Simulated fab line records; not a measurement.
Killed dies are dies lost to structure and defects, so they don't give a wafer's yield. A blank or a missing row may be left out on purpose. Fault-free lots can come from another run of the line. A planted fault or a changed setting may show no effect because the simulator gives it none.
fab line records	flow n5-finfet
[record] lots = 24	wafers = 72	last-day = 18
route steps=1938 shown DUMMY_GATE@242 SPACER0@261 SD_EPI_P@316 SD_ACTIVATION@331
lots untouched by any fault: they come from a run of this same line in which no faults occurred
start-h: the number of hours between the record's first day and the start of the first shown wafer of the lot	wait-h: hours since the lot's step before	" identical to the entry in the row above	L1.1+2: one row covering several wafers at once	- no value, or no start given	* or withheld: withheld	< > ~ a bound
route shown NAME@n: NAME is a module with steps in the file, n the number in the route of the first one	usual: mean and standard deviation over wafers with no fault	same: alike in all rows	chamber/n: place in a boat	sites: readings site by site	_std_site: how widely they spread, as a standard deviation	_edge_site: inner sites' mean taken away from outer sites' mean	radius-mm: how far each site lies from the wafer's centre	mask NAME#n: copy n	behind: tool/chamber where the wafer was last shaped	hold: why the lot was held/for how many hours/how that ended	device: names the non-switching transistor (n, p or np)	end of line: the same wafers' tests at the end of the route	step lacking rows: just its recipe	killed: count of dies lost to structure and defects at first sort (not the wafer's yield)	map: the dies of a wafer, with x for killed, . for not killed, _ for no die there
set.NAME: the setting as run; set.NAME@STEP: as run at that earlier step	model.NAME: the simulator's own value behind a step, which no gauge read
one table for each step of the route and one row for each wafer, over a sample of lots
services: from which hour (start-h, from the record's first day; less than 0 if before it) a tool's chamber was out of use, for how many hours, and why
[[steps]]
[step N5_DUMMY_GATE_CD_MEAS_50]
[recipe] target-cd-nm = 14
[usual] cd-nm = 13.93/0.27
lot.wafer	tool	chamber	start-h	wait-h	cd-nm
L074.1	cd-sem-03	-	44.91	0.0	14.11
L074.2	"	-	"	"	14.27
L074.3	"	-	"	"	14.11
L075.1	cd-sem-02	-	51.01	0.0	13.93
L075.5	"	-	"	"	13.83
L075.6	"	-	"	"	14.20
L076.1	cd-sem-03	-	58.61	0.0	13.71
L076.3	"	-	"	"	13.91
L076.4	"	-	"	"	14.59
L077.1	cd-sem-01	-	63.42	0.0	13.99
L077.5	"	-	"	"	14.33
L077.6	"	-	"	"	13.89
L078.3	cd-sem-02	-	71.51	0.0	14.31
L078.4	"	-	"	"	13.88
L078.6	"	-	"	"	14.00
L079.2	cd-sem-01	-	75.88	0.0	13.78
L079.3	"	-	"	"	13.62
L079.4	"	-	"	"	14.06
L080.1	cd-sem-01	-	82.91	0.0	13.69
L080.3	"	-	"	"	13.76
L080.5	"	-	"	"	14.08
L081.1	cd-sem-01	-	88.24	0.0	13.83
L081.4	"	-	"	"	14.03
L081.6	"	-	"	"	13.86
L082.1	cd-sem-03	-	93.49	0.0	14.20
L082.4	"	-	"	"	14.29
L082.5	"	-	"	"	14.26
L083.2	cd-sem-02	-	102.30	0.0	13.89
L083.5	"	-	"	"	13.84
L083.6	"	-	"	"	13.46
L084.1	cd-sem-01	-	106.92	0.0	14.15
L084.4	"	-	"	"	13.99
L084.5	"	-	"	"	13.59
L085.1	cd-sem-02	-	116.20	0.0	13.90
L085.4	"	-	"	"	14.41
L085.6	"	-	"	"	14.10
L086.1	cd-sem-01	-	119.84	0.0	13.72
L086.4	"	-	"	"	14.17
L086.5	"	-	"	"	14.06
L087.3	cd-sem-03	-	124.93	0.0	13.82
L087.4	"	-	"	"	14.21
L087.6	"	-	"	"	13.39
L088.1	cd-sem-01	-	131.88	0.0	13.59
L088.2	"	-	"	"	14.04
L088.6	"	-	"	"	13.88
L089.1	cd-sem-03	-	138.14	0.0	14.41
L089.2	"	-	"	"	14.23
L089.4	"	-	"	"	14.05
L090.1	cd-sem-01	-	146.52	0.0	14.02
L090.2	"	-	"	"	14.29
L090.3	"	-	"	"	13.64
L091.1	cd-sem-03	-	153.65	0.0	13.83
L091.4	"	-	"	"	14.19
L091.6	"	-	"	"	13.68
L092.1	cd-sem-02	-	154.33	0.0	14.31
L092.2	"	-	"	"	14.75
L092.3	"	-	"	"	14.34
L093.3	cd-sem-02	-	164.67	0.0	14.15
L093.4	"	-	"	"	13.81
L093.6	"	-	"	"	13.84
L094.1	cd-sem-02	-	167.46	0.0	13.35
L094.4	"	-	"	"	13.86
L094.6	"	-	"	"	13.90
L095.2	cd-sem-02	-	173.00	0.0	13.77
L095.3	"	-	"	"	13.86
L095.6	"	-	"	"	13.70
L096.1	cd-sem-02	-	177.90	0.0	13.57
L096.2	"	-	"	"	13.93
L096.5	"	-	"	"	13.65
L097.1	cd-sem-01	-	186.72	0.0	14.00
L097.4	"	-	"	"	13.98
L097.6	"	-	"	"	13.89
[step N5_DUMMY_GATE_ETCH_31]
[recipe] chemistry = C4F6/O2	target = SiO2	mask-material = SOC	target-depth-a = 825	time-s = 27.5	ion-energy-ev = 250	pressure-mtorr = 30	source-w = 345	bias-w = 185	Ar_flow_sccm = 300	C4F6_flow_sccm = 10	O2_flow_sccm = 10
[usual] drypump-motor-current-A = 5.7/0.33	oes_ar_750_au = 0.77/0.053	oes-product-au = 0.77/0.057	rf-vpp-V = 665/4.8	showerhead-plenum-p-Torr = 2.84/0.11	throttle-valve-pct = 21.23/0.2
lot.wafer	tool	chamber	start-h	wait-h	drypump-motor-current-A	oes_ar_750_au	oes-product-au	rf-hours-counter-h	rf-vpp-V	showerhead-plenum-p-Torr	throttle-valve-pct
L074.1	rie-diel-02	1	44.99	0.1	6.3	0.84	0.84	59	669	3.00	21.44
L074.2	"	2	"	"	5.5	0.83	0.83	71	664	2.77	21.00
L074.3	"	0	"	"	5.4	0.74	0.73	196	663	2.94	21.13
L075.1	rie-diel-06	3	51.08	0.1	5.3	0.70	0.70	227	662	2.70	21.05
L075.5	"	0	"	"	5.8	0.85	0.85	-	663	3.00	21.16
L075.6	"	3	"	"	5.3	0.70	0.69	-	662	2.70	21.04
L076.1	rie-diel-05	1	58.83	0.2	5.2	0.70	0.69	245	656	2.81	21.44
L076.3	"	3	"	"	5.6	0.70	0.68	234	667	2.82	21.35
L076.4	"	3	"	"	5.6	0.70	0.69	-	666	2.82	21.35
L077.1	rie-diel-06	1	63.69	0.3	5.9	0.80	0.79	101	670	2.65	21.52
L077.5	"	1	"	"	5.9	0.79	0.80	-	670	2.65	21.54
L077.6	"	0	"	"	5.7	0.85	0.85	-	664	3.00	21.17
L078.3	rie-diel-05	3	71.60	0.1	5.6	0.70	0.68	238	667	2.82	21.37
L078.4	"	0	"	"	6.2	0.76	0.76	129	667	2.87	21.16
L078.6	"	1	"	"	5.2	0.70	0.69	-	655	2.80	21.43
L079.2	rie-diel-05	0	75.93	0.0	6.2	0.75	0.77	131	665	2.87	21.18
L079.3	"	2	"	"	6.0	0.74	0.73	173	663	2.94	20.84
L079.4	"	3	"	"	5.6	0.69	0.69	-	667	2.82	21.36
L080.1	rie-diel-06	1	83.09	0.2	5.9	0.78	0.79	107	670	2.65	21.54
L080.3	"	0	"	"	5.8	0.84	0.84	78	665	2.99	21.18
L080.5	"	1	"	"	5.9	0.78	0.80	-	669	2.65	21.56
L081.1	rie-diel-02	1	88.34	0.1	6.3	0.82	0.83	71	670	3.00	21.46
L081.4	"	2	"	"	5.5	0.81	0.82	82	665	2.77	21.01
L081.6	"	3	"	"	5.5	0.78	0.78	-	673	2.84	21.20
L082.1	rie-diel-02	0	93.54	0.0	5.4	0.72	0.71	211	664	2.93	21.14
L082.4	"	1	"	"	6.3	0.82	0.82	73	668	3.00	21.47
L082.5	"	2	"	"	5.5	0.81	0.82	-	663	2.77	21.02
L083.2	rie-diel-06	0	102.35	0.0	5.8	0.84	0.83	84	662	2.99	21.16
L083.5	"	0	"	"	5.7	0.84	0.83	-	664	2.99	21.19
L083.6	"	1	"	"	5.9	0.78	0.79	-	667	2.65	21.56
L084.1	rie-diel-02	0	106.97	0.0	5.4	0.72	0.72	215	664	2.93	21.14
L084.4	"	2	"	"	5.5	0.80	0.81	88	664	2.76	21.02
L084.5	"	2	"	"	5.5	0.80	0.81	-	663	2.76	21.04
L085.1	rie-diel-02	0	116.25	0.0	5.4	0.72	0.71	219	664	2.93	21.15
L085.4	"	2	"	"	5.4	0.81	0.81	90	662	2.76	21.02
L085.6	"	3	"	"	5.5	0.77	0.77	-	672	2.84	21.18
L086.1	rie-diel-02	1	119.89	0.0	6.3	0.81	0.81	81	669	2.99	21.48
L086.4	"	0	"	"	5.4	0.72	0.70	219	664	2.93	21.13
L086.5	"	1	"	"	6.3	0.81	0.81	-	668	2.99	21.48
L087.3	rie-diel-02	1	124.97	0.0	6.3	0.82	0.81	83	668	2.99	21.49
L087.4	"	3	"	"	5.5	0.76	0.76	141	672	2.84	21.21
L087.6	"	3	"	"	5.5	0.77	0.76	-	672	2.84	21.21
L088.1	rie-diel-02	2	131.94	0.1	5.5	0.80	0.80	95	661	2.76	21.03
L088.2	"	0	"	"	5.4	0.72	0.71	223	664	2.93	21.15
L088.6	"	0	"	"	5.4	0.72	0.71	-	665	2.93	21.15
L089.1	rie-diel-02	3	138.19	0.0	5.5	0.76	0.77	145	671	2.84	21.19
L089.2	"	0	"	"	5.4	0.71	0.70	225	664	2.93	21.16
L089.4	"	2	"	"	5.5	0.80	0.79	97	663	2.76	21.04
L090.1	rie-diel-06	3	146.57	0.0	5.3	0.69	0.67	253	661	2.69	21.08
L090.2	"	2	"	"	5.8	0.74	0.73	152	656	2.74	21.50
L090.3	"	1	"	"	5.9	0.76	0.78	124	669	2.64	21.56
L091.1	rie-diel-05	2	153.87	0.2	6.0	0.73	0.71	197	665	2.93	20.90
L091.4	"	3	"	"	5.6	0.96	0.97	6	666	2.81	21.06
L091.6	"	3	"	"	5.6	0.96	0.97	-	668	2.81	21.06
L092.1	rie-diel-02	1	154.38	0.0	6.3	0.80	0.81	92	669	2.99	21.51
L092.2	"	0	"	"	5.4	0.71	0.70	230	664	2.92	21.16
L092.3	"	2	"	"	5.5	0.79	0.79	101	662	2.76	21.03
L093.3	rie-diel-02	2	164.71	0.0	5.5	0.79	0.79	105	663	2.76	21.05
L093.4	"	1	"	"	6.3	0.80	0.80	95	669	2.98	21.48
L093.6	"	2	"	"	5.5	0.78	0.78	-	662	2.76	21.05
L094.1	rie-diel-06	2	167.51	0.0	5.9	0.73	0.73	160	655	2.73	21.51
L094.4	"	0	"	"	5.8	0.81	0.82	-	663	2.98	21.21
L094.6	"	1	"	"	5.9	0.77	0.77	-	669	2.64	21.58
L095.2	rie-diel-06	1	173.04	0.0	5.9	0.76	0.77	133	667	2.64	21.57
L095.3	"	2	"	"	5.9	0.73	0.72	162	656	2.73	21.51
L095.6	"	0	"	"	5.7	0.82	0.81	-	664	2.98	21.21
L096.1	rie-diel-02	0	177.95	0.0	5.4	0.70	0.70	237	662	2.92	21.15
L096.2	"	1	"	"	6.3	0.79	0.79	99	668	2.98	21.51
L096.5	"	2	"	"	5.5	0.78	0.78	-	662	2.75	21.06
L097.1	rie-diel-05	3	186.78	0.1	5.6	0.93	0.93	15	668	2.81	21.07
L097.4	"	2	"	"	6.0	0.73	0.71	206	663	2.93	20.90
L097.6	"	3	"	"	5.6	0.92	0.93	-	667	2.81	21.07
[step N5_SPACER0_INSPECT_04]
[recipe] inspect-instrument = darkfield	mode = post-dep
[usual] raw-defect-count = 130/32
lot.wafer	tool	chamber	start-h	wait-h	raw-defect-count
L074.1	defect-inspect-02	-	46.39	0.1	110
L074.2	"	-	"	"	113
L074.3	"	-	"	"	127
L075.1	defect-inspect-01	-	52.55	0.1	116
L075.5	"	-	"	"	157
L075.6	"	-	"	"	61
L076.1	defect-inspect-02	-	60.26	0.1	134
L076.3	"	-	"	"	122
L076.4	"	-	"	"	100
L077.1	defect-inspect-01	-	65.03	0.1	97
L077.5	"	-	"	"	173
L077.6	"	-	"	"	68
L078.3	defect-inspect-02	-	73.31	0.1	114
L078.4	"	-	"	"	70
L078.6	"	-	"	"	104
L079.2	defect-inspect-02	-	77.26	0.1	166
L079.3	"	-	"	"	164
L079.4	"	-	"	"	141
L080.1	defect-inspect-02	-	84.65	0.1	139
L080.3	"	-	"	"	92
L080.5	"	-	"	"	123
L081.1	defect-inspect-01	-	90.35	0.1	132
L081.4	"	-	"	"	162
L081.6	"	-	"	"	99
L082.1	defect-inspect-02	-	94.88	0.1	138
L082.4	"	-	"	"	100
L082.5	"	-	"	"	126
L083.2	defect-inspect-02	-	103.68	0.1	107
L083.5	"	-	"	"	115
L083.6	"	-	"	"	139
L084.1	defect-inspect-02	-	108.43	0.1	146
L084.4	"	-	"	"	171
L084.5	"	-	"	"	178
L085.1	defect-inspect-02	-	117.58	0.1	155
L085.4	"	-	"	"	164
L085.6	"	-	"	"	87
L086.1	defect-inspect-01	-	121.22	0.1	101
L086.4	"	-	"	"	114
L086.5	"	-	"	"	80
L087.3	defect-inspect-01	-	126.40	0.1	87
L087.4	"	-	"	"	142
L087.6	"	-	"	"	103
L088.1	defect-inspect-01	-	133.36	0.1	95
L088.2	"	-	"	"	119
L088.6	"	-	"	"	106
L089.1	defect-inspect-01	-	139.54	0.1	121
L089.2	"	-	"	"	106
L089.4	"	-	"	"	123
L090.1	defect-inspect-02	-	147.91	0.1	116
L090.2	"	-	"	"	94
L090.3	"	-	"	"	123
L091.1	defect-inspect-01	-	155.62	0.1	133
L091.4	"	-	"	"	115
L091.6	"	-	"	"	112
L092.1	defect-inspect-02	-	156.22	0.1	161
L092.2	"	-	"	"	93
L092.3	"	-	"	"	142
L093.3	defect-inspect-01	-	166.06	0.1	180
L093.4	"	-	"	"	223
L093.6	"	-	"	"	215
L094.1	defect-inspect-02	-	168.88	0.1	110
L094.4	"	-	"	"	97
L094.6	"	-	"	"	168
L095.2	defect-inspect-01	-	175.06	0.1	150
L095.3	"	-	"	"	174
L095.6	"	-	"	"	164
L096.1	defect-inspect-02	-	180.31	0.1	196
L096.2	"	-	"	"	207
L096.5	"	-	"	"	139
L097.1	defect-inspect-02	-	189.35	0.1	107
L097.4	"	-	"	"	151
L097.6	"	-	"	"	108
[step N5_SD_EPI_P_STRIP_40]
[recipe] chemistry = N2/H2	power-w = 1000	temp-c = 250	h2-frac = 0.65	overash-fraction = 0.3	pressure-mtorr = withheld	n2-flow-sccm = 1750	h2-flow-sccm = 3250
[usual] drypump-motor-current-A = 5.4/0.48	h2-flow-sccm = 3250/8.4	heater-power-w = 338/22	n2-flow-sccm = 1750/5.2	oes-product-au = 0.761/0.0098
lot.wafer	tool	chamber	start-h	wait-h	drypump-motor-current-A	h2-flow-sccm	heater-power-w	n2-flow-sccm	oes-product-au	rf-hours-counter-h
L074.1	plasma-asher-01	0	53.07	0.0	5.0	3247	322	1749	0.778	32
L074.2	"	1	"	"	6.0	3256	354	1748	0.746	32
L074.3	"	1	"	"	6.0	3253	350	1751	0.753	-
L075.1	plasma-asher-01	0	58.57	0.0	4.9	3251	328	1747	0.756	33
L075.5	"	1	"	"	6.0	3260	362	1757	0.754	-
L075.6	"	0	"	"	4.9	3237	324	1743	0.773	-
L076.1	plasma-asher-01	1	66.15	0.0	6.0	3248	366	1742	0.762	35
L076.3	"	1	"	"	6.0	3241	366	1746	0.774	-
L076.4	"	0	"	"	5.0	3247	329	1745	0.768	-
L077.1	plasma-asher-02	0	70.67	0.0	5.7	3257	292	1747	0.754	86
L077.5	"	0	"	"	5.8	3257	303	1759	0.766	-
L077.6	"	1	"	"	5.0	3238	346	1753	0.745	-
L078.3	plasma-asher-01	1	79.42	0.0	6.0	3246	356	1748	0.760	-
L078.4	"	0	"	"	5.0	3246	328	1749	0.776	-
L078.6	"	1	"	"	6.0	3241	355	1747	0.775	-
L079.2	plasma-asher-01	1	83.03	0.0	6.0	3250	366	1754	0.770	40
L079.3	"	0	"	"	4.9	3248	328	1751	0.757	-
L079.4	"	1	"	"	5.9	3259	364	1752	0.773	-
L080.1	plasma-asher-02	0	90.92	0.0	5.8	3241	296	1752	0.768	89
L080.3	"	1	"	"	5.0	3238	346	1746	0.756	-
L080.5	"	1	"	"	5.0	3250	349	1757	0.764	-
L081.1	plasma-asher-01	1	97.33	0.0	6.0	3234	363	1742	0.764	43
L081.4	"	1	"	"	6.0	3242	362	1748	0.778	-
L081.6	"	1	"	"	6.0	3253	360	1748	0.751	-
L082.1	plasma-asher-02	0	100.74	0.3	5.7	3242	302	1755	0.773	90
L082.4	"	1	"	"	5.0	3266	343	1744	0.764	-
L082.5	"	1	"	"	5.0	3251	346	1750	0.773	-
L083.2	plasma-asher-02	0	109.46	0.0	5.8	3238	293	1754	0.768	92
L083.5	"	0	"	"	5.7	3265	298	1751	0.757	-
L083.6	"	1	"	"	5.0	3229	340	1749	0.771	-
L084.1	plasma-asher-01	1	115.12	0.0	6.0	3250	353	1754	0.757	46
L084.4	"	1	"	"	6.0	3232	359	1755	0.765	-
L084.5	"	0	"	"	5.0	3247	326	1758	0.767	-
L085.1	plasma-asher-02	1	124.47	0.0	5.0	3261	356	1760	0.773	95
L085.4	"	0	"	"	5.7	3250	302	1755	0.764	-
L085.6	"	1	"	"	5.0	3243	352	1753	0.770	-
L086.1	plasma-asher-01	1	127.00	0.0	6.0	3252	364	1745	0.740	49
L086.4	"	0	"	"	4.9	3257	330	1751	0.757	-
L086.5	"	0	"	"	4.9	3249	329	1752	0.767	-
L087.3	plasma-asher-01	1	133.12	0.0	6.0	3258	364	1756	0.768	-
L087.4	"	0	"	"	5.0	3249	332	1744	0.754	-
L087.6	"	1	"	"	6.0	3241	352	1765	0.748	-
L088.1	plasma-asher-01	0	139.75	0.0	5.0	3247	323	1746	0.762	51
L088.2	"	1	"	"	6.0	3258	355	1753	0.757	51
L088.6	"	1	"	"	6.0	3260	362	1738	0.769	-
L089.1	plasma-asher-01	0	146.23	0.0	4.9	3240	330	1747	0.770	52
L089.2	"	1	"	"	6.0	3257	364	1750	0.762	52
L089.4	"	1	"	"	6.0	3244	372	1752	0.762	-
L090.1	plasma-asher-01	0	155.49	0.0	4.9	3254	326	1751	0.772	54
L090.2	"	1	"	"	6.0	3254	354	1745	0.747	54
L090.3	"	1	"	"	6.0	3236	356	1747	0.757	-
L092.1	plasma-asher-01	0	162.63	0.0	4.9	3248	328	1754	0.767	56
L092.2	"	1	"	"	6.0	3262	359	1742	0.776	56
L092.3	"	1	"	"	6.0	3260	369	1751	0.769	-
L091.1	plasma-asher-01	0	163.49	0.2	4.9	3252	320	1745	0.768	57
L091.4	"	0	"	"	5.0	3270	330	1751	0.770	-
L091.6	"	0	"	"	4.9	3250	326	1754	0.764	-
L093.3	plasma-asher-01	1	171.60	0.0	6.0	3250	355	1748	0.767	-
L093.4	"	0	"	"	4.9	3241	327	1752	0.763	-
L093.6	"	0	"	"	5.0	3239	330	1761	0.751	-
L094.1	plasma-asher-02	0	174.64	0.0	5.7	3242	297	1750	0.738	103
L094.4	"	0	"	"	5.7	3250	302	1747	0.744	-
L094.6	"	1	"	"	5.0	3242	357	1750	0.769	-
L095.2	plasma-asher-01	0	180.94	0.0	5.0	3246	331	1752	0.761	59
L095.3	"	1	"	"	6.0	3254	368	1752	0.760	-
L095.6	"	1	"	"	6.0	3253	366	1756	0.741	-
L096.1	plasma-asher-01	1	186.83	0.0	6.0	3259	370	1747	0.785	60
L096.2	"	0	"	"	4.9	3258	333	1751	0.761	60
L096.5	"	0	"	"	4.9	3237	327	1749	0.756	-
L097.1	plasma-asher-02	1	195.00	0.0	5.0	3257	351	1752	0.763	108
L097.4	"	1	"	"	5.0	3270	347	1752	0.774	-
L097.6	"	0	"	"	5.8	3239	305	1759	0.759	-
[step N5_SD_EPI_P_INSPECT_26]
[recipe] inspect-instrument = darkfield	mode = post-epi
[usual] raw-defect-count = 175/39
lot.wafer	tool	chamber	start-h	wait-h	raw-defect-count
L074.1	defect-inspect-02	-	55.95	0.0	164
L074.2	"	-	"	"	160
L074.3	"	-	"	"	193
L075.1	defect-inspect-02	-	62.29	0.0	186
L075.5	"	-	"	"	231
L075.6	"	-	"	"	199
L076.1	defect-inspect-01	-	69.04	0.0	172
L076.3	"	-	"	"	210
L076.4	"	-	"	"	153
L077.1	defect-inspect-02	-	73.56	0.0	148
L077.5	"	-	"	"	267
L077.6	"	-	"	"	109
L078.3	defect-inspect-01	-	82.29	0.0	175
L078.4	"	-	"	"	139
L078.6	"	-	"	"	169
L079.2	defect-inspect-01	-	85.91	0.0	166
L079.3	"	-	"	"	187
L079.4	"	-	"	"	185
L080.1	defect-inspect-02	-	93.80	0.0	254
L080.3	"	-	"	"	120
L080.5	"	-	"	"	186
L081.1	defect-inspect-01	-	101.06	0.0	145
L081.4	"	-	"	"	131
L081.6	"	-	"	"	133
L082.1	defect-inspect-02	-	103.64	0.0	287
L082.4	"	-	"	"	245
L082.5	"	-	"	"	223
L083.2	defect-inspect-02	-	112.36	0.0	157
L083.5	"	-	"	"	155
L083.6	"	-	"	"	160
L084.1	defect-inspect-01	-	118.00	0.0	181
L084.4	"	-	"	"	208
L084.5	"	-	"	"	216
L085.1	defect-inspect-01	-	128.20	0.0	148
L085.4	"	-	"	"	126
L085.6	"	-	"	"	88
L086.1	defect-inspect-01	-	129.91	0.0	192
L086.4	"	-	"	"	167
L086.5	"	-	"	"	147
L087.3	defect-inspect-01	-	135.99	0.0	125
L087.4	"	-	"	"	162
L087.6	"	-	"	"	127
L088.1	defect-inspect-01	-	143.47	0.0	143
L088.2	"	-	"	"	129
L088.6	"	-	"	"	113
L089.1	defect-inspect-02	-	149.12	0.0	217
L089.2	"	-	"	"	176
L089.4	"	-	"	"	214
L090.1	defect-inspect-01	-	158.38	0.0	145
L090.2	"	-	"	"	151
L090.3	"	-	"	"	142
L092.1	defect-inspect-02	-	165.52	0.0	206
L092.2	"	-	"	"	170
L092.3	"	-	"	"	186
L091.1	defect-inspect-01	-	168.33	0.0	210
L091.4	"	-	"	"	187
L091.6	"	-	"	"	177
L093.3	defect-inspect-01	-	174.47	0.0	133
L093.4	"	-	"	"	133
L093.6	"	-	"	"	181
L094.1	defect-inspect-01	-	177.53	0.0	99
L094.4	"	-	"	"	157
L094.6	"	-	"	"	229
L095.2	defect-inspect-02	-	183.83	0.0	251
L095.3	"	-	"	"	254
L095.6	"	-	"	"	243
L096.1	defect-inspect-02	-	189.74	0.0	238
L096.2	"	-	"	"	208
L096.5	"	-	"	"	144
L097.1	defect-inspect-02	-	197.89	0.0	133
L097.4	"	-	"	"	183
L097.6	"	-	"	"	205
[step N5_SD_ACTIVATION_LSA_01]
[recipe] temp-c = 1080	time-s = 0.0008	ambient = N2
[usual] wafer_temp_C_max = 1087.0/1.5
lot.wafer	tool	chamber	start-h	wait-h	wafer_temp_C_max
L074.1	laser-anneal-01	0	56.31	0.2	1084.1
L074.2	"	0	"	"	1086.3
L074.3	"	0	"	"	1088.6
L075.1	laser-anneal-02	0	62.52	0.2	1087.7
L075.5	"	0	"	"	1086.6
L075.6	"	0	"	"	1086.3
L076.1	laser-anneal-01	0	69.28	0.2	1085.8
L076.3	"	0	"	"	1085.9
L076.4	"	0	"	"	1087.3
L077.1	laser-anneal-02	0	73.80	0.2	1087.8
L077.5	"	0	"	"	1088.2
L077.6	"	0	"	"	1087.9
L078.3	laser-anneal-01	0	82.57	0.2	1083.7
L078.4	"	0	"	"	1085.7
L078.6	"	0	"	"	1084.6
L079.2	laser-anneal-02	0	86.17	0.2	1088.6
L079.3	"	0	"	"	1087.4
L079.4	"	0	"	"	1089.7
L080.1	laser-anneal-01	0	94.19	0.2	1085.4
L080.3	"	0	"	"	1084.5
L080.5	"	0	"	"	1084.9
L081.1	laser-anneal-02	0	101.28	0.2	1086.7
L081.4	"	0	"	"	1088.7
L081.6	"	0	"	"	1088.5
L082.1	laser-anneal-01	0	103.89	0.2	1085.2
L082.4	"	0	"	"	1086.0
L082.5	"	0	"	"	1084.8
L083.2	laser-anneal-02	0	112.62	0.2	1086.0
L083.5	"	0	"	"	1086.1
L083.6	"	0	"	"	1089.1
L084.1	laser-anneal-01	0	118.23	0.2	1085.2
L084.4	"	0	"	"	1086.1
L084.5	"	0	"	"	1086.5
L085.1	laser-anneal-02	0	128.43	0.2	1088.3
L085.4	"	0	"	"	1086.3
L085.6	"	0	"	"	1087.5
L086.1	laser-anneal-02	0	130.22	0.2	1087.5
L086.4	"	0	"	"	1087.2
L086.5	"	0	"	"	1086.6
L087.3	laser-anneal-02	0	136.27	0.2	1088.5
L087.4	"	0	"	"	1088.2
L087.6	"	0	"	"	1088.6
L088.1	laser-anneal-02	0	143.70	0.2	1089.2
L088.2	"	0	"	"	1088.0
L088.6	"	0	"	"	1088.4
L089.1	laser-anneal-02	0	149.35	0.2	1087.2
L089.2	"	0	"	"	1088.7
L089.4	"	0	"	"	1086.6
L090.1	laser-anneal-02	0	158.69	0.2	1084.8
L090.2	"	0	"	"	1088.0
L090.3	"	0	"	"	1084.3
L092.1	laser-anneal-02	0	165.84	0.2	1087.0
L092.2	"	0	"	"	1087.2
L092.3	"	0	"	"	1084.4
L091.1	laser-anneal-02	0	168.56	0.2	1086.0
L091.4	"	0	"	"	1084.8
L091.6	"	0	"	"	1088.4
L093.3	laser-anneal-02	0	174.75	0.2	1088.2
L093.4	"	0	"	"	1089.6
L093.6	"	0	"	"	1088.3
L094.1	laser-anneal-02	0	177.86	0.2	1087.0
L094.4	"	0	"	"	1086.5
L094.6	"	0	"	"	1088.4
L095.2	laser-anneal-01	0	184.31	0.2	1085.0
L095.3	"	0	"	"	1086.3
L095.6	"	0	"	"	1087.7
L096.1	laser-anneal-02	0	189.96	0.2	1088.0
L096.2	"	0	"	"	1086.9
L096.5	"	0	"	"	1090.5
L097.1	laser-anneal-01	0	198.11	0.2	1086.0
L097.4	"	0	"	"	1084.4
L097.6	"	0	"	"	1083.9
[[services]]
tool	chamber	start-h	hours	kind
plasma-asher-01	-	26.59	6.9	repair
laser-anneal-02	-	28.49	18.4	pm
rie-diel-02	1	36.31	3.8	repair
rie-diel-02	-	56.32	2.8	pm
rie-diel-05	0	56.42	14.8	repair
rie-diel-05	1	74.20	-	clean
rie-diel-05	1	74.20	-	consumable-replace:focus-ring
rie-diel-05	1	74.20	19.4	scheduled-down
rie-diel-05	1	74.20	19.4	vent-cycle
rie-diel-05	3	106.00	-	clean
rie-diel-05	3	106.00	-	consumable-replace:focus-ring
rie-diel-06	3	106.80	1.2	repair
rie-diel-06	-	110.12	0.7	repair
laser-anneal-01	-	127.41	56.8	repair
rie-diel-06	0	151.75	8.8	repair
rie-diel-06	3	160.69	-	clean
rie-diel-06	3	160.69	-	consumable-replace:focus-ring
rie-diel-06	3	160.69	-	consumable-replace:showerhead
rie-diel-06	3	160.69	18.1	scheduled-down
rie-diel-06	3	160.69	18.1	vent-cycle
plasma-asher-02	-	160.82	2.8	pm
laser-anneal-02	-	172.32	2.1	pm
rie-diel-06	1	185.66	1.9	repair
rie-diel-02	2	186.31	1.2	repair
[[key]]
fault none
